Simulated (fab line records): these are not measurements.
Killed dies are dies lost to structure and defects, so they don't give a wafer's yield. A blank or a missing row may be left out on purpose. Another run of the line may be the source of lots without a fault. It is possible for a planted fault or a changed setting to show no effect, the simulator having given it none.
Chamber matching :: flow n5_finfet :: ald_metal-04 running N5_BEOL_M8_ALD_77: 4 sister chambers
The step deposits TaN, target thk 2 nm, pulse time 2 s, purge time 3 s. 4 wafers are shown with their chamber, then 8 later ones without.

WAFERS WITH THEIR CHAMBER
wafer: L084.4
chamber: 0
heater_power_w (W): 387

wafer: L087.3
chamber: 3
heater_power_w (W): 535

wafer: L087.6
chamber: 1
heater_power_w (W): 426

wafer: L092.1
chamber: 2
heater_power_w (W): 420

WAFERS MISSING THEIR CHAMBER
wafer: L092.4
heater_power_w (W): 436

wafer: L092.6
heater_power_w (W): 529

wafer: L089.3
heater_power_w (W): 398

wafer: L089.4
heater_power_w (W): 447

wafer: L089.5
heater_power_w (W): 530

wafer: L094.2
heater_power_w (W): 389

wafer: L094.3
heater_power_w (W): 443

wafer: L094.6
heater_power_w (W): 430

CHAMBER TAKEN BY EACH
wafer: L092.4
from the rows above: can't be placed: 1 or 2
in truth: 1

wafer: L092.6
from the rows above: 3
in truth: 3

wafer: L089.3
from the rows above: can't be placed: 0 or 2 or 1
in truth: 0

wafer: L089.4
from the rows above: can't be placed: 1 or 2
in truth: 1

wafer: L089.5
from the rows above: 3
in truth: 3

wafer: L094.2
from the rows above: 0
in truth: 0

wafer: L094.3
from the rows above: can't be placed: 1 or 2
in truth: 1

wafer: L094.6
from the rows above: can't be placed: 1 or 2
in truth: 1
3 of 8 placed correctly. Unplaceable from these rows: 5, with the true chamber sitting among the candidates in 5. Placed wrongly: 0.
How it was worked out, from the rows above alone: a wafer's distance from a chamber is the root of the sum, over the readings, of the square of ((its reading less the chamber's mean) divided by the reading's scatter). If the next closest chamber is less than 2 further off than the closest, the wafer can't be placed; otherwise it belongs to the closest. A chamber's mean is the mean of its shown wafers. The scatter: with one shown wafer a chamber, the root of the mean of the squares of how far each hidden wafer lies from its nearest shown one.
